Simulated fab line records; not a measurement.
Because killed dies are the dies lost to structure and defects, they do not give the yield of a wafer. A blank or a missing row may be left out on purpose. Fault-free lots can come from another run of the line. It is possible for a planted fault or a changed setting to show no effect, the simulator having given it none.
fab line records + flow n5Finfet + part 2 of 2: steps 17 to 26 of 26
[record]
- lots = 5
- wafers = 15
- lastDay = 16
route steps=1938 shown GATE_CUT@494 MOL_CONTACT_COAG@517
lots that met no fault: from a run of the same line without faults
startH: hours from the record's opening day to when the first of the lot's shown wafers began + waitH: hours since the lot's step before + " the same as in the row above + L1.1+2: one row covering several wafers at once + - value missing, or start not given + * or withheld: withheld + < > ~ a bound
route shown NAME@n: NAME is a module with steps in the file, n the number in the route of the first one + usual: average and standard deviation across the fault-free wafers + same: alike in all rows + chamber/n: place in a boat + sites: per-site readings + _std_site: the values' standard deviation + _edge_site: outer sites' mean less inner sites' + radiusMm: for every site, how far away it sits from the centre of the wafer + mask NAME#n: copy n + behind: the most recent tool/chamber to have shaped the wafer + hold: why the lot went on hold/how many hours it stayed there/how the hold came to an end + device: transistor that didn't switch, given as n, p or np + end of line: the route-end tests of the same wafers + a step without rows: its recipe alone + killed: the dies lost at the first sort to structure and to defects; this is not the yield of the wafer + map: a wafer's dies, marking killed ones x, the rest . and places with no die _
set.NAME: the setting that was run; set.NAME@STEP: the one run at that earlier step + model.NAME: the simulator's own value behind a step, which no gauge read
a table for each step, a row for each wafer; lots at some steps of the route
services: when a tool's chamber went out of use (startH, in hours from the record's first day, below 0 if earlier), for how many hours, and the reason
[[steps]]
[step N5_GATE_CUT_ALD_22]
[recipe]
- material = SiNx
- targetThkA = 160
- tempC = 400
- aldPrecursorFamily = SiH2I2
- aldCoReactant = N2/H2-plasma
- pulseTimeS = 1
- aldCycles = 320
- purgeTimeS = 2
- coReactantPurgeTimeS = 2
- pressureTorr = 2
[usual]
- heaterPowerW = 837/47
- precursorPulseHeightRel = 0.999/0.02
| lot.wafer | tool      | chamber | startH | waitH | heaterPowerW | precursorPulseHeightRel |
|-----------|-----------|---------|--------|-------|--------------|-------------------------|
| L076.2    | aldSin-03 | 1       | 97.69  | 0.0   | 919          | 0.995                   |
| L076.3    | "         | 0       | "      | "     | 790          | 0.975                   |
| L076.6    | "         | 1       | "      | "     | 905          | 0.967                   |
| L078.3    | aldSin-01 | 3       | 116.14 | 0.0   | 786          | 1.017                   |
| L078.4    | "         | 1       | "      | "     | 858          | 1.002                   |
| L078.6    | "         | 1       | "      | "     | 848          | 0.966                   |
| L088.1    | aldSin-01 | 3       | 169.23 | 0.0   | 781          | 1.009                   |
| L088.2    | "         | 2       | "      | "     | 816          | 0.982                   |
| L088.4    | "         | 0       | "      | "     | 873          | 0.959                   |
| L089.4    | aldSin-01 | 2       | 174.75 | 0.0   | 842          | 1.029                   |
| L089.5    | "         | 3       | "      | "     | 787          | 0.971                   |
| L089.6    | "         | 0       | "      | "     | 908          | 0.979                   |
| L092.4    | aldSin-03 | 3       | 193.78 | 1.0   | 838          | 0.982                   |
| L092.5    | "         | 0       | "      | "     | 791          | 0.978                   |
| L092.6    | "         | 1       | "      | "     | 876          | 0.989                   |
[step N5_GATE_CUT_CMP_23]
[recipe]
- stopOn = SiO2
- tOverpolishS = 23.4
- postCmpClean = alkalineBrush
- downForcePsi = 2.5
- platenRpm = 51.8
- padVelocityMS = 1.0307
- targetThkNm = 16
[usual]
- motorCurrentA = 8.9/0.96
- overpolishRunS = 23.399/0.0096
- retainingRingPressureFrac = 1.000/0.005
- timeToEndpointS = 19.6/2.8
| lot.wafer | tool   | chamber | startH | waitH | motorCurrentA | overpolishRunS | retainingRingPressureFrac | timeToEndpointS |
|-----------|--------|---------|--------|-------|---------------|----------------|---------------------------|-----------------|
| L076.2    | cmp-03 | 3       | 99.18  | 0.8   | 8.4           | 23.415         | 1.004                     | 24.7            |
| L076.3    | "      | 2       | "      | "     | 8.4           | 23.399         | 0.996                     | 19.0            |
| L076.6    | "      | 3       | "      | "     | 8.1           | 23.396         | 0.997                     | 21.0            |
| L078.3    | cmp-04 | 2       | 117.77 | 0.9   | 8.7           | 23.427         | 1.000                     | 16.6            |
| L078.4    | "      | 0       | "      | "     | 9.4           | 23.404         | 1.002                     | 18.2            |
| L078.6    | "      | 2       | "      | "     | 8.8           | 23.409         | 0.994                     | 18.6            |
| L088.1    | cmp-04 | 0       | 170.72 | 0.8   | 9.8           | 23.403         | 0.999                     | 19.7            |
| L088.4    | "      | 2       | "      | "     | 9.0           | 23.390         | 1.012                     | 17.9            |
| L088.2    | "      | 3       | "      | "     | 8.4           | 23.396         | 1.005                     | 21.2            |
| L089.4    | cmp-04 | 0       | 176.35 | 0.9   | 9.1           | 23.390         | 1.005                     | 18.3            |
| L089.6    | "      | 1       | "      | "     | 8.8           | 23.392         | 0.990                     | 21.0            |
| L089.5    | "      | 2       | "      | "     | 9.2           | 23.412         | 0.995                     | 17.1            |
| L092.4    | cmp-04 | 3       | 194.54 | 0.0   | 8.6           | 23.396         | 0.993                     | 21.9            |
| L092.5    | "      | 3       | "      | "     | 9.4           | 23.399         | 0.993                     | 21.4            |
| L092.6    | "      | 0       | "      | "     | 9.3           | 23.393         | 0.996                     | 20.5            |
[step N5_GATE_CUT_THK_MEAS_24]
[recipe]
- reads = SiO2_of_GATE_CUT_HM_DEP_46+SiO2_flowable_of_ILD0_FCVD_FILL_01
[usual]
- GC_FILL_THK = 219.9/1.9
| lot.wafer | tool         | chamber | startH | waitH | GC_FILL_THK[nm] |
|-----------|--------------|---------|--------|-------|-----------------|
| L076.2    | filmMetro-01 | -       | 99.47  | -     | 220.5           |
| L076.3    | "            | -       | "      | "     | 220.6           |
| L076.6    | "            | -       | "      | "     | 223.8           |
| L078.3    | filmMetro-01 | -       | 118.06 | -     | 219.5           |
| L078.4    | "            | -       | "      | "     | 220.7           |
| L078.6    | "            | -       | "      | "     | 220.0           |
| L088.1    | filmMetro-02 | -       | 171.01 | -     | 222.3           |
| L088.2    | "            | -       | "      | "     | 220.2           |
| L088.4    | "            | -       | "      | "     | 220.8           |
| L089.4    | filmMetro-02 | -       | 176.53 | -     | 221.9           |
| L089.5    | "            | -       | "      | "     | 222.9           |
| L089.6    | "            | -       | "      | "     | 223.0           |
| L092.4    | filmMetro-02 | -       | 194.84 | -     | 219.4           |
| L092.5    | "            | -       | "      | "     | 217.4           |
| L092.6    | "            | -       | "      | "     | 220.1           |
[step N5_GATE_CUT_CMP_43]
[recipe]
- material = SiO2
- postCmpClean = rinseOnly
[usual]
- motorCurrentA = 11.9/1.1
- retainingRingPressureFrac = 1.000/0.0052
| lot.wafer | tool   | chamber | startH | waitH | motorCurrentA | retainingRingPressureFrac |
|-----------|--------|---------|--------|-------|---------------|---------------------------|
| L076.3    | cmp-04 | 3       | 99.58  | 0.1   | 12.0          | 1.012                     |
| L076.2    | "      | 0       | "      | "     | 12.5          | 0.997                     |
| L076.6    | "      | 2       | "      | "     | 12.4          | 1.002                     |
| L078.3    | cmp-04 | 0       | 118.17 | 0.1   | 12.4          | 0.997                     |
| L078.4    | "      | 1       | "      | "     | 11.7          | 0.999                     |
| L078.6    | "      | 3       | "      | "     | 11.0          | 0.998                     |
| L088.2    | cmp-03 | 3       | 171.04 | 0.0   | 11.3          | 1.000                     |
| L088.1    | "      | 0       | "      | "     | 10.2          | 0.999                     |
| L088.4    | "      | 1       | "      | "     | 10.9          | 1.000                     |
| L089.4    | cmp-04 | 3       | 176.64 | 0.1   | 12.0          | 0.998                     |
| L089.6    | "      | 2       | "      | "     | 11.5          | 0.997                     |
| L089.5    | "      | 3       | "      | "     | 11.3          | 0.997                     |
| L092.4    | cmp-02 | 0       | 194.94 | 0.1   | 12.9          | 0.993                     |
| L092.6    | "      | 3       | "      | "     | 9.6           | 1.001                     |
| L092.5    | "      | 0       | "      | "     | 13.6          | 0.996                     |
[step N5_GATE_CUT_CMP_61]
[recipe]
- stopOn = SiNx
- tOverpolishS = 3
- postCmpClean = alkalineBrush
- downForcePsi = 4
- platenRpm = 27.09
- padVelocityMS = 0.539
[usual]
- motorCurrentA = 11.9/1.2
- retainingRingPressureFrac = 0.999/0.005
| lot.wafer | tool   | chamber | startH | waitH | motorCurrentA | retainingRingPressureFrac |
|-----------|--------|---------|--------|-------|---------------|---------------------------|
| L076.3    | cmp-04 | 3       | 100.01 | 0.3   | 11.8          | 1.004                     |
| L076.2    | "      | 0       | "      | "     | 12.7          | 1.005                     |
| L076.6    | "      | 2       | "      | "     | 12.2          | 0.994                     |
| L078.3    | cmp-04 | 0       | 118.60 | 0.3   | 12.0          | 1.000                     |
| L078.4    | "      | 1       | "      | "     | 10.9          | 1.006                     |
| L078.6    | "      | 3       | "      | "     | 12.2          | 0.992                     |
| L088.2    | cmp-03 | 3       | 171.52 | 0.4   | 11.4          | 0.989                     |
| L088.1    | "      | 0       | "      | "     | 10.3          | 0.995                     |
| L088.4    | "      | 1       | "      | "     | 10.9          | 1.000                     |
| L089.4    | cmp-04 | 3       | 177.07 | 0.3   | 11.6          | 1.003                     |
| L089.6    | "      | 2       | "      | "     | 11.8          | 1.004                     |
| L089.5    | "      | 3       | "      | "     | 11.8          | 1.002                     |
| L092.4    | cmp-02 | 0       | 195.37 | 0.3   | 12.5          | 0.997                     |
| L092.6    | "      | 3       | "      | "     | 10.5          | 0.994                     |
| L092.5    | "      | 0       | "      | "     | 12.4          | 1.001                     |
[step N5_GATE_CUT_INSPECT_26]
[recipe]
- inspectInstrument = darkfield
- mode = postCmp
[usual]
- rawDefectCount = 48/26
| lot.wafer | tool             | chamber | startH | waitH | rawDefectCount |
|-----------|------------------|---------|--------|-------|----------------|
| L076.2    | defectInspect-01 | -       | 100.21 | 0.0   | 49             |
| L076.3    | "                | -       | "      | "     | 81             |
| L076.6    | "                | -       | "      | "     | 16             |
| L078.3    | defectInspect-01 | -       | 118.80 | 0.0   | 52             |
| L078.4    | "                | -       | "      | "     | 50             |
| L078.6    | "                | -       | "      | "     | 31             |
| L088.1    | defectInspect-01 | -       | 171.75 | 0.0   | 32             |
| L088.2    | "                | -       | "      | "     | 45             |
| L088.4    | "                | -       | "      | "     | 47             |
| L089.4    | defectInspect-01 | -       | 177.27 | 0.0   | 41             |
| L089.5    | "                | -       | "      | "     | 26             |
| L089.6    | "                | -       | "      | "     | 54             |
| L092.4    | defectInspect-01 | -       | 195.58 | 0.0   | 39             |
| L092.5    | "                | -       | "      | "     | 50             |
| L092.6    | "                | -       | "      | "     | 47             |
[step N5_MOL_CONTACT_COAG_COAT_103]
[recipe]
- resist = SOC
- tempC = 250
- timeS = 60
- spinRpm = 1500
- resistThkNm = 80
[usual]
- chillPlateTempC = 22.99/0.11
| lot.wafer | tool          | chamber | startH | waitH | chillPlateTempC |
|-----------|---------------|---------|--------|-------|-----------------|
| L076.2    | lithoTrack-04 | 0       | 100.24 | 0.0   | 22.94           |
| L076.3    | "             | 0       | "      | "     | 23.08           |
| L076.6    | "             | 0       | "      | "     | 22.97           |
| L078.3    | lithoTrack-01 | 0       | 118.84 | 0.0   | 22.99           |
| L078.4    | "             | 0       | "      | "     | 22.89           |
| L078.6    | "             | 0       | "      | "     | 22.97           |
| L088.1    | lithoTrack-01 | 0       | 171.78 | 0.0   | 22.97           |
| L088.2    | "             | 0       | "      | "     | 23.13           |
| L088.4    | "             | 0       | "      | "     | 22.98           |
| L089.4    | lithoTrack-04 | 0       | 177.30 | 0.0   | 22.92           |
| L089.5    | "             | 0       | "      | "     | 22.93           |
| L089.6    | "             | 0       | "      | "     | 22.90           |
| L092.4    | lithoTrack-05 | 0       | 195.61 | 0.0   | 23.12           |
| L092.5    | "             | 0       | "      | "     | 23.24           |
| L092.6    | "             | 0       | "      | "     | 23.04           |
[step N5_MOL_CONTACT_COAG_COAT_104]
[recipe]
- resist = SiARC
- tempC = 220
- timeS = 60
- spinRpm = 1500
- resistThkNm = 12
[usual]
- chillPlateTempC = 22.98/0.12
| lot.wafer | tool          | chamber | startH | waitH | chillPlateTempC |
|-----------|---------------|---------|--------|-------|-----------------|
| L076.2    | lithoTrack-04 | 0       | -      | -     | 22.99           |
| L076.3    | "             | 0       | "      | "     | 23.05           |
| L076.6    | "             | 0       | "      | "     | 23.04           |
| L078.3    | lithoTrack-01 | 0       | -      | -     | 23.03           |
| L078.4    | "             | 0       | "      | "     | 22.82           |
| L078.6    | "             | 0       | "      | "     | 22.77           |
| L088.1    | lithoTrack-01 | 0       | -      | -     | 22.88           |
| L088.2    | "             | 0       | "      | "     | 22.97           |
| L088.4    | "             | 0       | "      | "     | 22.92           |
| L089.4    | lithoTrack-04 | 0       | -      | -     | 22.98           |
| L089.5    | "             | 0       | "      | "     | 23.03           |
| L089.6    | "             | 0       | "      | "     | 22.90           |
| L092.4    | lithoTrack-05 | 0       | -      | -     | 23.14           |
| L092.5    | "             | 0       | "      | "     | 23.03           |
| L092.6    | "             | 0       | "      | "     | 22.98           |
[step N5_MOL_CONTACT_COAG_COAT_58]
[recipe]
- resist = underlayer
- tempC = 205
- timeS = 60
- spinRpm = 1500
- resistThkNm = 10
[usual]
- chillPlateTempC = 23.02/0.1
| lot.wafer | tool          | chamber | startH | waitH | chillPlateTempC |
|-----------|---------------|---------|--------|-------|-----------------|
| L076.2    | lithoTrack-04 | 0       | -      | -     | 23.10           |
| L076.3    | "             | 0       | "      | "     | 23.19           |
| L076.6    | "             | 0       | "      | "     | 23.17           |
| L078.3    | lithoTrack-01 | 0       | -      | -     | 23.20           |
| L078.4    | "             | 0       | "      | "     | 23.15           |
| L078.6    | "             | 0       | "      | "     | 23.12           |
| L088.1    | lithoTrack-01 | 0       | -      | -     | 23.12           |
| L088.2    | "             | 0       | "      | "     | 23.13           |
| L088.4    | "             | 0       | "      | "     | 23.02           |
| L089.4    | lithoTrack-04 | 0       | -      | -     | 23.04           |
| L089.5    | "             | 0       | "      | "     | 23.00           |
| L089.6    | "             | 0       | "      | "     | 22.94           |
| L092.4    | lithoTrack-05 | 0       | -      | -     | 23.05           |
| L092.5    | "             | 0       | "      | "     | 23.16           |
| L092.6    | "             | 0       | "      | "     | 23.07           |
[step N5_MOL_CONTACT_COAG_COAT_02]
[recipe]
- resist = CAR-EUV
- spinRpm = 1500
- resistThkNm = 30
[usual]
- chillPlateTempC = 23.01/0.11
| lot.wafer | tool          | chamber | startH | waitH | chillPlateTempC |
|-----------|---------------|---------|--------|-------|-----------------|
| L076.2    | lithoTrack-04 | 0       | -      | -     | 23.22           |
| L076.3    | "             | 0       | "      | "     | 23.20           |
| L076.6    | "             | 0       | "      | "     | 23.12           |
| L078.3    | lithoTrack-01 | 0       | -      | -     | 23.01           |
| L078.4    | "             | 0       | "      | "     | 22.95           |
| L078.6    | "             | 0       | "      | "     | 22.99           |
| L088.1    | lithoTrack-01 | 0       | -      | -     | 23.01           |
| L088.2    | "             | 0       | "      | "     | 23.02           |
| L088.4    | "             | 0       | "      | "     | 22.97           |
| L089.4    | lithoTrack-04 | 0       | -      | -     | 22.94           |
| L089.5    | "             | 0       | "      | "     | 23.04           |
| L089.6    | "             | 0       | "      | "     | 22.84           |
| L092.4    | lithoTrack-05 | 0       | -      | -     | 22.98           |
| L092.5    | "             | 0       | "      | "     | 22.81           |
| L092.6    | "             | 0       | "      | "     | 22.87           |
[[services]]
| tool           | chamber | startH | hours | kind          |
|----------------|---------|--------|-------|---------------|
| cmp-04         | -       | 73.24  | 0.8   | repair        |
| plasmaAsher-02 | -       | 74.47  | 0.4   | repair        |
| cmp-04         | -       | 87.31  | 4.5   | repair        |
| rieDiel-05     | 0       | 91.43  | 9.1   | repair        |
| cmp-04         | -       | 92.51  | 2.3   | repair        |
| rieMetal-01    | -       | 105.87 | 0.5   | repair        |
| rieMetal-01    | -       | 107.48 | 4.3   | pm            |
| cmp-02         | -       | 116.62 | 0.3   | repair        |
| cmp-02         | -       | 117.34 | 1.2   | repair        |
| rieDiel-06     | 2       | 118.80 | 26.8  | repair        |
| wetBench-05    | -       | 123.78 | 0.8   | repair        |
| aldSin-01      | 1       | 126.81 | 11.3  | repair        |
| cmp-02         | -       | 137.80 | 2.3   | repair        |
| aldSin-01      | 2       | 138.37 | 4.5   | repair        |
| cmp-02         | -       | 145.88 | 6.5   | pm            |
| rieMetal-03    | 0       | 159.23 | 2.2   | repair        |
| rieMetal-03    | 0       | 161.45 | -     | clean         |
| rieMetal-03    | 0       | 161.45 | 16.3  | scheduledDown |
| rieDiel-06     | 0       | 169.70 | 4.3   | repair        |
| plasmaAsher-02 | -       | 176.14 | 4.9   | repair        |
| aldSin-03      | -       | 177.71 | 14.0  | pm            |
| cmp-04         | -       | 182.97 | 5.8   | pm            |
| rieDiel-05     | -       | 184.13 | 1.2   | repair        |
| cmp-02         | -       | 187.17 | 3.8   | repair        |
